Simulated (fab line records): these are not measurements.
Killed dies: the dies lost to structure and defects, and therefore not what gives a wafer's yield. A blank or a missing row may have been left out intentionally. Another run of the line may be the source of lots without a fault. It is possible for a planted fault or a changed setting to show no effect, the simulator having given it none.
fab line records + flow nandHarc
[record]
- lots = 11
- wafers = 33
- lastDay = 24
route steps=1159 shown P_ZERO_WELL@16 P_STI@91
lots that met no fault: from a run of the same line without faults
startH: hours from the record's opening day to when the first of the lot's shown wafers began + waitH: time in hours since the lot's previous step + " unchanged from the row above + L1.1+2: several wafers, shown together as one row + - either no value or no given start + * or withheld: withheld + < > ~ a bound
route shown NAME@n: a module of which the file shows steps, and the number in the route of the first + usual: average and standard deviation across the fault-free wafers + same: alike in all rows + chamber/n: place in a boat + sites: the reading at each site + _std_site: standard deviation across them + _edge_site: inner sites' mean taken away from outer sites' mean + radiusMm: for every site, how far away it sits from the centre of the wafer + mask NAME#n: copy n + behind: the last tool/chamber to shape the wafer + hold: what put the lot on hold/how long, in hours/how the hold closed + device: names the non-switching transistor (n, p or np) + end of line: tests of these same wafers at the route's end + a step given without rows: its recipe and nothing more + killed: dies that structure and defects cost at the first sort, which is not the same as the wafer's yield + map: the dies of a wafer, with x for killed, . for not killed, _ for no die there
set.NAME: the setting as run; set.NAME@STEP: as run at that earlier step + model.NAME: the simulator's own value behind a step, which no gauge read
one table for each step of the route and one row for each wafer, over a sample of lots
services: the hour from which a tool's chamber was out of use, counted from the record's first day as startH (under 0 if before that day), plus the number of hours and why
[[steps]]
[step NHARC_P_ZERO_WELL_DESCUM_13]
[recipe]
- timeS = 3
- o2FlowSccm = 200
- arFlowSccm = 0
- biasPowerW = 0
- chemistry = O2
[usual]
- drypumpMotorCurrentA = 5.6/0.59
- o2FlowSccm = 199.9/0.59
- oesProductAu = 0.997/0.01
- rfVppV = 57.5/0.82
- showerheadPlenumPTorr = 1.85/0.064
- throttleValvePct = 11.311/0.0098
| lot.wafer | tool       | chamber | startH | waitH | drypumpMotorCurrentA | o2FlowSccm | oesProductAu | rfHoursCounterH | rfVppV | showerheadPlenumPTorr | throttleValvePct |
|-----------|------------|---------|--------|-------|----------------------|------------|--------------|-----------------|--------|-----------------------|------------------|
| L676.4    | rieDiel-12 | 1       | 13.52  | -     | 4.8                  | 200.2      | 0.980        | 10.5            | 57.9   | 1.91                  | 11.318           |
| L676.2    | "          | 2       | "      | "     | 6.6                  | 199.6      | 0.979        | 10.6            | 55.9   | 1.79                  | 11.328           |
| L676.3    | "          | 3       | "      | "     | 5.1                  | 201.0      | 1.007        | 9.5             | 57.2   | 1.80                  | 11.311           |
| L678.1    | rieDiel-06 | 2       | 25.51  | -     | 5.8                  | 200.5      | 1.000        | 8.2             | 57.8   | 1.82                  | 11.303           |
| L678.6    | "          | 2       | "      | "     | 5.8                  | 200.3      | 1.002        | -               | 56.5   | 1.82                  | 11.286           |
| L678.5    | "          | 3       | "      | "     | 4.7                  | 199.5      | 1.003        | -               | 58.6   | 2.00                  | 11.304           |
| L679.1    | rieDiel-06 | 1       | 31.44  | -     | 6.3                  | 200.7      | 1.010        | 8.3             | 58.2   | 1.80                  | 11.327           |
| L679.5    | "          | 1       | "      | "     | 6.3                  | 199.6      | 1.007        | -               | 56.0   | 1.80                  | 11.320           |
| L679.6    | "          | 2       | "      | "     | 5.8                  | 200.8      | 1.000        | -               | 57.2   | 1.82                  | 11.310           |
| L681.2    | rieDiel-06 | 1       | 43.42  | -     | 6.2                  | 199.8      | 0.997        | 9.3             | 58.5   | 1.79                  | 11.302           |
| L681.1    | "          | 2       | "      | "     | 5.8                  | 200.1      | 1.006        | 9.6             | 57.2   | 1.82                  | 11.310           |
| L681.6    | "          | 0       | "      | "     | 5.8                  | 201.0      | 1.002        | -               | 57.2   | 1.89                  | 11.323           |
| L684.3    | rieDiel-12 | 3       | 61.40  | -     | 5.1                  | 201.0      | 0.994        | 2.4             | 57.3   | 1.80                  | 11.310           |
| L684.2    | "          | 0       | "      | "     | 6.0                  | 198.9      | 0.991        | 2.3             | 57.2   | 1.81                  | 11.307           |
| L684.6    | "          | 2       | "      | "     | 6.6                  | 199.3      | 1.009        | -               | 57.6   | 1.79                  | 11.306           |
| L685.1    | rieDiel-12 | 0       | 67.41  | -     | 5.9                  | 199.8      | 0.975        | 2.4             | 57.1   | 1.81                  | 11.297           |
| L685.3    | "          | 1       | "      | "     | 4.8                  | 199.9      | 0.998        | 2.6             | 56.3   | 1.91                  | 11.314           |
| L685.6    | "          | 3       | "      | "     | 5.1                  | 200.0      | 0.989        | -               | 57.2   | 1.80                  | 11.315           |
| L686.1    | rieDiel-12 | 2       | 73.45  | -     | 6.5                  | 199.9      | 1.000        | 3.3             | 57.8   | 1.79                  | 11.314           |
| L686.2    | "          | 3       | "      | "     | 5.1                  | 200.1      | 1.000        | 3.0             | 57.9   | 1.80                  | 11.314           |
| L686.5    | "          | 2       | "      | "     | 6.5                  | 198.7      | 0.990        | -               | 58.1   | 1.79                  | 11.311           |
| L688.1    | rieDiel-12 | 3       | 85.42  | -     | 5.1                  | 199.9      | 0.992        | 4.6             | 56.0   | 1.80                  | 11.295           |
| L688.5    | "          | 2       | "      | "     | 6.6                  | 199.9      | 0.989        | -               | 58.5   | 1.79                  | 11.300           |
| L688.6    | "          | 3       | "      | "     | 5.1                  | 199.8      | 0.988        | -               | 57.8   | 1.80                  | 11.312           |
| L691.1    | rieDiel-06 | 0       | 103.40 | -     | 5.7                  | 200.4      | 0.995        | 2.7             | 56.9   | 1.89                  | 11.314           |
| L691.5    | "          | 0       | "      | "     | 5.8                  | 200.0      | 1.010        | -               | 57.6   | 1.89                  | 11.308           |
| L691.6    | "          | 1       | "      | "     | 6.3                  | 199.2      | 1.002        | -               | 57.3   | 1.79                  | 11.296           |
| L698.3    | rieDiel-06 | 3       | 145.42 | -     | 4.7                  | 200.8      | 0.987        | 6.8             | 56.5   | 1.99                  | 11.313           |
| L698.4    | "          | 0       | "      | "     | 5.8                  | 201.0      | 1.004        | 6.2             | 59.0   | 1.89                  | 11.303           |
| L698.6    | "          | 2       | "      | "     | 5.8                  | 200.1      | 0.972        | -               | 56.0   | 1.82                  | 11.312           |
| L699.2    | rieDiel-05 | 1       | 151.46 | -     | 5.2                  | 199.9      | 0.994        | 8.5             | 59.5   | 1.87                  | 11.311           |
| L699.1    | "          | 2       | "      | "     | 5.4                  | 199.2      | 0.979        | 8.6             | 59.2   | 1.92                  | 11.304           |
| L699.4    | "          | 0       | "      | "     | 5.0                  | 199.1      | 1.000        | 8.8             | 58.1   | 1.87                  | 11.307           |
[step NHARC_P_ZERO_WELL_EXPOSE_34]
[recipe]
- na = 0.6
- targetCdNm = 720
- doseMj = 22.31
- maskId = P_PWELL
[usual]
- exposureDoseMJCm2 = 22.307/0.025
- stageVelMmS = 500.00/0.21
| lot.wafer | tool          | chamber | startH | waitH | mask         | exposureDoseMJCm2 | stageVelMmS |
|-----------|---------------|---------|--------|-------|--------------|-------------------|-------------|
| L676.2    | krfScanner-01 | 0       | 16.07  | -     | P_PWELL#0    | 22.307            | 500.22      |
| L676.3    | "             | 0       | "      | "     | P_PWELL#0    | 22.312            | 499.97      |
| L676.4    | "             | 0       | "      | "     | P_PWELL#0    | 22.295            | 500.19      |
| L678.1    | krfScanner-01 | 0       | 28.17  | -     | P_PWELL#0    | 22.297            | 499.56      |
| L678.5    | "             | 0       | "      | "     | P_PWELL#0    | 22.287            | 499.97      |
| L678.6    | "             | 0       | "      | "     | P_PWELL#0    | 22.274            | 499.71      |
| L679.1    | krfScanner-04 | 0       | 34.10  | -     | P_PWELL#0    | 22.335            | 500.12      |
| L679.5    | "             | 0       | "      | "     | P_PWELL#0    | 22.348            | 499.82      |
| L679.6    | "             | 0       | "      | "     | P_PWELL#0    | 22.351            | 499.82      |
| L681.1    | krfScanner-02 | 0       | 45.98  | -     | P_PWELL#0    | 22.291            | 499.99      |
| L681.2    | "             | 0       | "      | "     | P_PWELL#0    | 22.313            | 499.94      |
| L681.6    | "             | 0       | "      | "     | P_PWELL#0    | 22.319            | 499.62      |
| L684.2    | krfScanner-01 | 0       | 63.83  | -     | P_PWELL#0    | 22.287            | 499.90      |
| L684.3    | "             | 0       | "      | "     | P_PWELL#0    | 22.315            | 499.99      |
| L684.6    | "             | 0       | "      | "     | P_PWELL#0    | 22.281            | 500.14      |
| L685.1    | krfScanner-01 | 0       | 69.97  | -     | P_PWELL#0    | 22.315            | 499.84      |
| L685.3    | "             | 0       | "      | "     | P_PWELL#0    | 22.332            | 500.01      |
| L685.6    | "             | 0       | "      | "     | P_PWELL#0    | 22.339            | 499.73      |
| L686.1    | krfScanner-04 | 0       | 76.11  | -     | P_PWELL#0    | 22.321            | 499.88      |
| L686.2    | "             | 0       | "      | "     | P_PWELL#0    | 22.321            | 499.66      |
| L686.5    | "             | 0       | "      | "     | P_PWELL#0    | 22.346            | 499.70      |
| L688.1    | krfScanner-04 | 0       | 88.17  | -     | P_PWELL#0    | 22.288            | 500.12      |
| L688.5    | "             | 0       | "      | "     | P_PWELL#0    | 22.269            | 500.03      |
| L688.6    | "             | 0       | "      | "     | P_PWELL#0    | 22.256            | 500.37      |
| L691.1    | krfScanner-01 | 0       | 106.07 | -     | P_PWELL_R1#0 | 22.305            | 500.11      |
| L691.5    | "             | 0       | "      | "     | P_PWELL_R1#0 | 22.321            | 500.23      |
| L691.6    | "             | 0       | "      | "     | P_PWELL_R1#0 | 22.336            | 500.27      |
| L698.3    | krfScanner-01 | 0       | 148.14 | -     | P_PWELL#0    | 22.268            | 500.16      |
| L698.4    | "             | 0       | "      | "     | P_PWELL#0    | 22.254            | 499.95      |
| L698.6    | "             | 0       | "      | "     | P_PWELL#0    | 22.281            | 500.28      |
| L699.1    | krfScanner-02 | 0       | 154.17 | -     | P_PWELL#0    | 22.351            | 499.99      |
| L699.2    | "             | 0       | "      | "     | P_PWELL#0    | 22.316            | 499.77      |
| L699.4    | "             | 0       | "      | "     | P_PWELL#0    | 22.341            | 499.85      |
[step NHARC_P_ZERO_WELL_CD_MEAS_37]
[recipe]
- targetCdNm = 720
- landingEnergyEv = 500
[usual]
- cdNm = 718.9/1.9
| lot.wafer | tool     | chamber | startH | waitH | hold                    | cdNm  |
|-----------|----------|---------|--------|-------|-------------------------|-------|
| L676.2    | cdSem-03 | 0       | 16.22  | -     | -                       | 716.3 |
| L676.3    | "        | 0       | "      | "     | -                       | 718.2 |
| L676.4    | "        | 0       | "      | "     | -                       | 716.6 |
| L678.1    | cdSem-03 | 0       | 28.33  | -     | -                       | 721.0 |
| L678.5    | "        | 0       | "      | "     | -                       | 719.2 |
| L678.6    | "        | 0       | "      | "     | -                       | 717.8 |
| L679.1    | cdSem-03 | 0       | 34.26  | -     | -                       | 718.0 |
| L679.5    | "        | 0       | "      | "     | -                       | 721.8 |
| L679.6    | "        | 0       | "      | "     | -                       | 721.1 |
| L681.1    | cdSem-01 | 0       | 46.13  | -     | -                       | 717.7 |
| L681.2    | "        | 0       | "      | "     | -                       | 717.7 |
| L681.6    | "        | 0       | "      | "     | -                       | 718.3 |
| L684.2    | cdSem-01 | 0       | 63.98  | -     | -                       | 719.2 |
| L684.3    | "        | 0       | "      | "     | -                       | 716.7 |
| L684.6    | "        | 0       | "      | "     | -                       | 717.3 |
| L685.1    | cdSem-02 | 0       | 70.12  | -     | -                       | 719.2 |
| L685.3    | "        | 0       | "      | "     | -                       | 720.6 |
| L685.6    | "        | 0       | "      | "     | -                       | 716.3 |
| L686.1    | cdSem-01 | 0       | 76.27  | -     | -                       | 718.2 |
| L686.2    | "        | 0       | "      | "     | -                       | 721.1 |
| L686.5    | "        | 0       | "      | "     | -                       | 717.7 |
| L688.1    | cdSem-02 | 0       | 88.33  | -     | -                       | 721.9 |
| L688.5    | "        | 0       | "      | "     | -                       | 722.9 |
| L688.6    | "        | 0       | "      | "     | -                       | 722.4 |
| L691.1    | cdSem-01 | 0       | 106.23 | -     | awaitDispo/0.2h/release | 727.9 |
| L691.5    | "        | 0       | "      | "     | awaitDispo/0.2h/release | 726.8 |
| L691.6    | "        | 0       | "      | "     | awaitDispo/0.2h/release | 727.4 |
| L691.1    | cdSem-01 | 0       | -      | -     | -                       | 728.0 |
| L691.5    | "        | 0       | "      | "     | -                       | 727.0 |
| L691.6    | "        | 0       | "      | "     | -                       | 727.3 |
| L698.3    | cdSem-03 | 0       | 148.29 | -     | -                       | 717.7 |
| L698.4    | "        | 0       | "      | "     | -                       | 718.2 |
| L698.6    | "        | 0       | "      | "     | -                       | 717.8 |
| L699.1    | cdSem-01 | 0       | 154.33 | -     | -                       | 719.5 |
| L699.2    | "        | 0       | "      | "     | -                       | 721.2 |
| L699.4    | "        | 0       | "      | "     | -                       | 721.0 |
[step NHARC_P_STI_CD_MEAS_16]
[usual]
- cdNm = 198.1/2.5
| lot.wafer | tool     | chamber | startH | waitH | cdNm  |
|-----------|----------|---------|--------|-------|-------|
| L676.2    | cdSem-03 | -       | 38.52  | -     | 197.7 |
| L676.3    | "        | -       | "      | "     | 200.6 |
| L676.4    | "        | -       | "      | "     | 196.9 |
| L678.1    | cdSem-02 | -       | 47.70  | -     | 201.4 |
| L678.5    | "        | -       | "      | "     | 199.3 |
| L678.6    | "        | -       | "      | "     | 198.6 |
| L679.1    | cdSem-03 | -       | 55.71  | -     | 202.5 |
| L679.5    | "        | -       | "      | "     | 203.4 |
| L679.6    | "        | -       | "      | "     | 198.9 |
| L681.1    | cdSem-02 | -       | 65.54  | -     | 195.0 |
| L681.2    | "        | -       | "      | "     | 199.5 |
| L681.6    | "        | -       | "      | "     | 200.1 |
| L685.1    | cdSem-03 | -       | 87.64  | -     | 198.7 |
| L685.3    | "        | -       | "      | "     | 192.7 |
| L685.6    | "        | -       | "      | "     | 194.3 |
| L684.2    | cdSem-03 | -       | 87.81  | -     | 196.6 |
| L684.3    | "        | -       | "      | "     | 195.6 |
| L684.6    | "        | -       | "      | "     | 194.8 |
| L686.1    | cdSem-03 | -       | 97.25  | -     | 194.1 |
| L686.2    | "        | -       | "      | "     | 194.1 |
| L686.5    | "        | -       | "      | "     | 194.4 |
| L688.1    | cdSem-01 | -       | 109.60 | -     | 201.3 |
| L688.5    | "        | -       | "      | "     | 201.0 |
| L688.6    | "        | -       | "      | "     | 196.5 |
| L691.1    | cdSem-01 | -       | 125.97 | -     | 195.8 |
| L691.5    | "        | -       | "      | "     | 194.3 |
| L691.6    | "        | -       | "      | "     | 201.3 |
| L698.3    | cdSem-01 | -       | 166.79 | -     | 198.3 |
| L698.4    | "        | -       | "      | "     | 197.7 |
| L698.6    | "        | -       | "      | "     | 200.7 |
| L699.1    | cdSem-03 | -       | 175.34 | -     | 196.3 |
| L699.2    | "        | -       | "      | "     | 196.2 |
| L699.4    | "        | -       | "      | "     | 195.0 |
[step NHARC_P_STI_CMP_21]
[recipe]
- tOverpolishS = 20
- targetThkNm = 380.67
[usual]
- edgeZonePressureFrac = 1.001/0.005
- motorCurrentA = 12.5/0.99
- overpolishRunS = 20.001/0.0097
| lot.wafer | tool   | chamber | startH | waitH | edgeZonePressureFrac | motorCurrentA | overpolishRunS |
|-----------|--------|---------|--------|-------|----------------------|---------------|----------------|
| L676.4    | cmp-04 | 2       | 58.94  | 0.4   | 1.002                | 12.3          | 19.997         |
| L676.3    | "      | 3       | "      | "     | 1.000                | 11.3          | 20.011         |
| L676.2    | "      | 0       | "      | "     | 1.004                | 13.3          | 19.984         |
| L678.1    | cmp-03 | 3       | 67.77  | 0.4   | 1.000                | 10.8          | 20.011         |
| L678.5    | "      | 1       | "      | "     | 1.008                | 13.5          | 20.007         |
| L678.6    | "      | 2       | "      | "     | 1.004                | 13.2          | 20.000         |
| L679.1    | cmp-01 | 3       | 75.95  | 0.4   | 1.004                | 13.4          | 19.999         |
| L679.5    | "      | 3       | "      | "     | 1.003                | 13.5          | 19.992         |
| L679.6    | "      | 0       | "      | "     | 1.009                | 14.1          | 19.993         |
| L681.2    | cmp-01 | 2       | 86.74  | 0.4   | 0.997                | 12.8          | 20.008         |
| L681.1    | "      | 0       | "      | "     | 1.011                | 14.0          | 20.005         |
| L681.6    | "      | 2       | "      | "     | 0.999                | 12.1          | 19.989         |
| L684.2    | cmp-04 | 1       | 110.81 | 0.4   | 1.002                | 11.3          | 20.009         |
| L684.3    | "      | 2       | "      | "     | 0.997                | 11.7          | 19.994         |
| L684.6    | "      | 0       | "      | "     | 1.006                | 13.7          | 19.999         |
| L685.3    | cmp-03 | 0       | 110.83 | 0.4   | 1.002                | 11.9          | 19.996         |
| L685.1    | "      | 1       | "      | "     | 1.005                | 13.6          | 20.022         |
| L685.6    | "      | 3       | "      | "     | 1.003                | 11.3          | 19.987         |
| L686.1    | cmp-01 | 0       | 115.32 | 0.4   | 1.005                | 14.6          | 19.996         |
| L686.2    | "      | 1       | "      | "     | 0.997                | 11.7          | 19.998         |
| L686.5    | "      | 3       | "      | "     | 1.002                | 13.2          | 20.003         |
| L688.1    | cmp-04 | 1       | 135.54 | 0.4   | 0.996                | 11.6          | 19.989         |
| L688.5    | "      | 3       | "      | "     | 0.998                | 12.2          | 20.006         |
| L688.6    | "      | 0       | "      | "     | 0.991                | 13.4          | 19.995         |
| L691.1    | cmp-03 | 1       | 145.33 | 0.4   | 0.995                | 13.2          | 20.011         |
| L691.6    | "      | 3       | "      | "     | 1.003                | 11.4          | 20.003         |
| L691.5    | "      | 0       | "      | "     | 1.002                | 11.6          | 20.013         |
| L698.3    | cmp-03 | 3       | 186.61 | 0.4   | 1.009                | 10.7          | 20.020         |
| L698.4    | "      | 0       | "      | "     | 1.004                | 11.5          | 19.991         |
| L698.6    | "      | 2       | "      | "     | 0.996                | 13.3          | 20.005         |
| L699.1    | cmp-03 | 0       | 194.45 | 0.4   | 1.001                | 11.3          | 20.009         |
| L699.2    | "      | 2       | "      | "     | 0.994                | 13.0          | 19.999         |
| L699.4    | "      | 3       | "      | "     | 0.999                | 10.7          | 19.993         |
[[services]]
| tool          | chamber | startH | hours | kind   |
|---------------|---------|--------|-------|--------|
| cmp-03        | -       | -6.70  | 1.0   | repair |
| cmp-04        | -       | 0.35   | 1.6   | repair |
| cmp-04        | -       | 7.07   | 4.0   | pm     |
| krfScanner-01 | -       | 10.26  | 0.2   | repair |
| krfScanner-01 | -       | 24.20  | 3.4   | repair |
| rieDiel-12    | -       | 25.40  | 9.0   | pm     |
| cmp-03        | -       | 40.83  | 5.6   | repair |
| cmp-03        | -       | 58.00  | 4.0   | pm     |
| cmp-04        | -       | 61.93  | 5.1   | repair |
| rieDiel-06    | -       | 64.21  | 9.0   | pm     |
| krfScanner-04 | -       | 64.44  | 2.5   | repair |
| cmp-03        | -       | 78.10  | 4.9   | repair |
| cmp-01        | -       | 81.50  | 4.0   | pm     |
| krfScanner-01 | -       | 84.00  | 4.0   | pm     |
| cmp-04        | -       | 105.07 | 4.0   | pm     |
| cmp-03        | -       | 112.13 | 3.6   | repair |
| krfScanner-01 | -       | 117.44 | 0.5   | repair |
| cmp-01        | -       | 124.71 | 0.6   | repair |
| krfScanner-04 | -       | 126.00 | 4.0   | pm     |
| rieDiel-06    | 1       | 132.28 | 3.8   | repair |
| rieDiel-12    | 0       | 142.69 | 1.5   | repair |
| krfScanner-04 | -       | 144.19 | 1.7   | repair |
| rieDiel-12    | 1       | 151.24 | 1.4   | repair |
| cmp-03        | -       | 156.00 | 4.0   | pm     |
[[key]]
[firstSign]
- step = NHARC_P_ZERO_WELL_EXPOSE_34
- reading = mask
- direction = changed
[effect]
- step = NHARC_P_ZERO_WELL_CD_MEAS_37
- reading = visit
- direction = added
metAt NHARC_P_ZERO_WELL_EXPOSE_34
struckLots L691
testerLeftOut L691
notActingAt NHARC_P_ZERO_WELL_DESCUM_13,NHARC_P_STI_CD_MEAS_16,NHARC_P_STI_CMP_21
onsetBetween 69.97 106.07
[fault]
- kind = wrongMask
- tool = any
- chamber = -
- onsetH = 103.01
- steps = NHARC_P_ZERO_WELL_EXPOSE_34
- auxCopy = P_PWELL_R1#0
- cdOffsetNm = 7.6248
- scope = struckLotsOnly
// testerLeftOut: of these lots the tester's yield and bins aren't shown, on N5 and GAA mostly nor the transistor test; their killed dies are dies lost to structure and defects alone, not to doping, threshold or leakage, so they don't give the yield
